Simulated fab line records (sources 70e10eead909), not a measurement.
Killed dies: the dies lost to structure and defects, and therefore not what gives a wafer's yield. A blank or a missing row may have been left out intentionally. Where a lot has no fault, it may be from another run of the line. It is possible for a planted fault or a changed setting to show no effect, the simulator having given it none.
What tool caused it?    flow nand-harc    Sampling: 11 lots, 33 wafers, 5 of 1302 route steps

## WHAT EACH GAUGE READ, for each wafer
NHARC_A_ONON_D1_THK_MEAS_34: measures by ellipsometry. Usual: thk-nm 199.7 nm, standard deviation 2.6.
lot   measured      on             thk-nm (nm)        flag
L663  day 9 12:04   film-metro-01  198.0 194.6 199.2  
L664  day 9 16:55   film-metro-02  199.4 196.6 199.1  
L666  day 10 14:31  film-metro-02  199.2 197.0 201.9  
L668  day 10 22:41  film-metro-01  204.8 226.1 201.1  OFF
L669  day 11 18:45  film-metro-02  197.6 223.2 226.0  OFF
L676  day 14 17:52  film-metro-02  200.1 204.5 199.7  
L678  day 15 08:58  film-metro-02  200.0 199.9 199.4  
L679  day 15 16:13  film-metro-02  198.1 197.9 200.8  
L681  day 16 16:23  film-metro-01  199.9 195.5 203.5  
L683  day 17 07:12  film-metro-02  200.2 202.9 201.2  
L684  day 17 18:46  film-metro-02  200.5 196.2 202.4  

NHARC_A_CHANNEL_HOLE_D1_CD_MEAS_10 targets a cd of 100 nm. Usual: cd-nm 100.1 nm, standard deviation 0.5.
lot   measured      on         cd-nm (nm)         flag
L663  day 9 15:28   cd-sem-02  99.6 99.9 99.3     
L664  day 9 23:08   cd-sem-02  100.2 100.2 100.2  
L666  day 10 17:20  cd-sem-02  100.3 99.6 100.3   
L668  day 11 02:31  cd-sem-01  98.9 100.1 99.7    
L669  day 12 03:58  cd-sem-03  100.2 100.3 100.7  
L676  day 14 22:07  cd-sem-02  100.0 99.4 100.1   
L678  day 15 13:16  cd-sem-02  100.7 99.9 100.5   
L679  day 15 19:00  cd-sem-02  99.5 100.0 100.2   
L681  day 16 21:35  cd-sem-03  100.2 100.0 99.9   
L683  day 17 10:07  cd-sem-01  100.4 100.7 100.6  
L684  day 17 21:47  cd-sem-02  99.8 99.7 100.2    

## WHAT TOOL EACH LOT RAN ON (gives the tool, then ch and the chambers of the sampled wafers, and finally the start)
lot   NHARC_A_ZERO_WELL_ETCH_19           NHARC_A_ZERO_WELL_ETCH_13         NHARC_A_ONON_D1_DEP_33
L663  rie-diel-12 ch 0,1, day 8 00:35     rie-si-03 ch 0,1,3, day 8 00:43   pecvd-04 ch 0,1,2, day 9 11:40
L664  rie-diel-10 ch 0,2, day 8 05:46     rie-si-05 ch 1,2,3, day 8 05:53   pecvd-04 ch 1,2, day 9 16:31
L666  rie-diel-10 ch 0,1,3, day 9 01:10   rie-si-03 ch 0,1,3, day 9 01:17   pecvd-03 ch 1,2, day 10 14:06
L668  rie-diel-10 ch 0,1,3, day 9 14:02   rie-si-03 ch 1,2,3, day 9 14:10   pecvd-03 ch 0,1,2, day 10 22:25
L669  rie-diel-10 ch 0,1,3, day 10 09:08  rie-si-04 ch 0,1,3, day 10 09:16  pecvd-03 ch 0,1, day 11 18:23
L676  rie-diel-09 ch 0,3, day 13 03:13    rie-si-04 ch 0,1, day 13 03:19    pecvd-02 ch 0,2, day 14 17:31
L678  rie-diel-09 ch 1,2, day 13 22:09    rie-si-03 ch 0,2, day 13 22:16    pecvd-03 ch 0,2, day 15 08:32
L679  rie-diel-12 ch 0,1,3, day 14 02:26  rie-si-04 ch 0,1,3, day 14 02:34  pecvd-03 ch 1,2, day 15 15:54
L681  rie-diel-10 ch 1,2,3, day 15 05:52  rie-si-05 ch 0,2, day 15 05:59    pecvd-02 ch 0,1,2, day 16 16:04
L683  rie-diel-09 ch 2,3, day 15 23:01    rie-si-04 ch 0,3, day 15 23:08    pecvd-03 ch 0,1, day 17 06:53
L684  rie-diel-10 ch 0,2,3, day 16 07:07  rie-si-03 ch 0,3, day 16 07:13    pecvd-04 ch 0,1, day 17 18:20
- NHARC_A_ZERO_WELL_ETCH_19: etches the open film in N2/H2, target depth 80 nm, overetch 24 nm, time 87.88 s.
- NHARC_A_ZERO_WELL_ETCH_13: etches the open film in HBr/Cl2, target depth 120 nm, time 40.1 s.
- NHARC_A_ONON_D1_DEP_33: deposits SiO2, target thk 200 nm.

## AS READ BY THE TOOLS THEMSELVES (means over the sampled wafers that have a number; for cases with no such wafer, the mark the record gives instead)
NHARC_A_ZERO_WELL_ETCH_19. Usual: drypump-motor-current-A 5.6 A, standard deviation 0.62; mfc-ar-sccm 0.010 sccm, standard deviation 0.016; oes-product-au 0.997 a.u., standard deviation 0.0092; rf-vpp-V 430.0 V, standard deviation 2.2; showerhead-plenum-p-Torr 2.02 Torr, standard deviation 0.077; throttle-valve-pct 14.170 %, standard deviation 0.008.
lot   tool         drypump-motor-current-A (A)  mfc-ar-sccm (sccm)  oes-product-au (a.u.)  rf-vpp-V (V)  showerhead-plenum-p-Torr (Torr)  throttle-valve-pct (%)  flag
L663  rie-diel-12  6.7                          0.000               0.990                  430.3         2.01                             14.179                  
L664  rie-diel-10  5.7                          0.029               0.986                  432.4         2.09                             14.163                  
L666  rie-diel-10  5.1                          0.015               0.997                  429.9         2.02                             14.168                  
L668  rie-diel-10  5.1                          0.015               0.998                  429.7         2.02                             14.173                  
L669  rie-diel-10  5.2                          0.015               1.004                  430.3         2.02                             14.170                  
L676  rie-diel-09  6.3                          0.004               0.992                  430.3         2.01                             14.173                  
L678  rie-diel-09  5.8                          0.007               1.000                  431.8         2.10                             14.171                  
L679  rie-diel-12  6.4                          0.000               1.002                  428.1         1.97                             14.168                  
L681  rie-diel-10  5.0                          0.001               1.003                  430.2         1.99                             14.167                  
L683  rie-diel-09  6.2                          0.016               0.996                  429.6         2.00                             14.168                  
L684  rie-diel-10  5.3                          0.015               1.007                  431.2         2.05                             14.172                  

NHARC_A_ZERO_WELL_ETCH_13. Usual: drypump-motor-current-A 5.8 A, standard deviation 0.45; oes-product-au 0.999 a.u., standard deviation 0.01; throttle-valve-pct 26.406 %, standard deviation 0.0096.
lot   tool       drypump-motor-current-A (A)  oes-product-au (a.u.)  throttle-valve-pct (%)  flag
L663  rie-si-03  5.8                          1.001                  26.406                  
L664  rie-si-05  5.7                          1.005                  26.419                  
L666  rie-si-03  5.8                          1.000                  26.411                  
L668  rie-si-03  5.7                          1.001                  26.402                  
L669  rie-si-04  6.3                          0.997                  26.418                  
L676  rie-si-04  6.1                          0.985                  26.407                  
L678  rie-si-03  5.2                          1.006                  26.400                  
L679  rie-si-04  6.2                          0.986                  26.401                  
L681  rie-si-05  5.5                          0.999                  26.400                  
L683  rie-si-04  6.4                          0.992                  26.405                  
L684  rie-si-03  5.6                          1.001                  26.407                  

NHARC_A_ONON_D1_DEP_33. Usual: heater-power-outer-w 328 W, standard deviation 87; heater-power-w 570 W, standard deviation 110; mfc-precursor-sccm 161.4 sccm, standard deviation 0.5; throttle-valve-pct 15.9 %, standard deviation 0.34.
lot   tool      heater-power-outer-w (W)  heater-power-w (W)  mfc-precursor-sccm (sccm)  throttle-valve-pct (%)  flag
L663  pecvd-04  298                       557                 161.3                      16.0                    
L664  pecvd-04  354                       671                 161.3                      16.1                    
L666  pecvd-03  306                       522                 161.6                      15.7                    
L668  pecvd-03  320                       550                 168.4                      15.6                    OFF
L669  pecvd-03  267                       505                 175.2                      16.0                    OFF
L676  pecvd-02  316                       540                 161.4                      15.9                    
L678  pecvd-03  376                       625                 161.0                      15.8                    
L679  pecvd-03  330                       558                 161.5                      15.8                    
L681  pecvd-02  302                       529                 160.9                      16.3                    
L683  pecvd-03  238                       477                 161.5                      16.0                    
L684  pecvd-04  412                       717                 161.5                      16.1                    

## THE ANSWER, worked out from the rows above alone
Rule: a lot is off if the mean of its wafers that have a number lies more than 3 standard deviations from the usual mean. Also off: a lot with no number at a reading for which 4 or more lots have one. All remaining lots with rows at the step are treated as sound. Order of review: gauges by route order, followed by the tools' own readings, for which a lot's mean as printed above is used. At the first step where some lot is off, the reading lying furthest off is the one used; lots without a number count as furthest.
Off: L668, L669 (NHARC_A_ONON_D1_THK_MEAS_34, thk-nm).
If a tool, at a process step before that reading, ran all the lots that are off and no sound lot after the first of them, it fits. Not tried: the gauges at NHARC_A_ONON_D1_THK_MEAS_34; whatever is off there is also off at NHARC_A_ONON_D1_DEP_33, on other tools, and gauge error can't account for it. None of those tried fits.

## WHAT HAD BEEN PUT IN BY THE SIMULATOR
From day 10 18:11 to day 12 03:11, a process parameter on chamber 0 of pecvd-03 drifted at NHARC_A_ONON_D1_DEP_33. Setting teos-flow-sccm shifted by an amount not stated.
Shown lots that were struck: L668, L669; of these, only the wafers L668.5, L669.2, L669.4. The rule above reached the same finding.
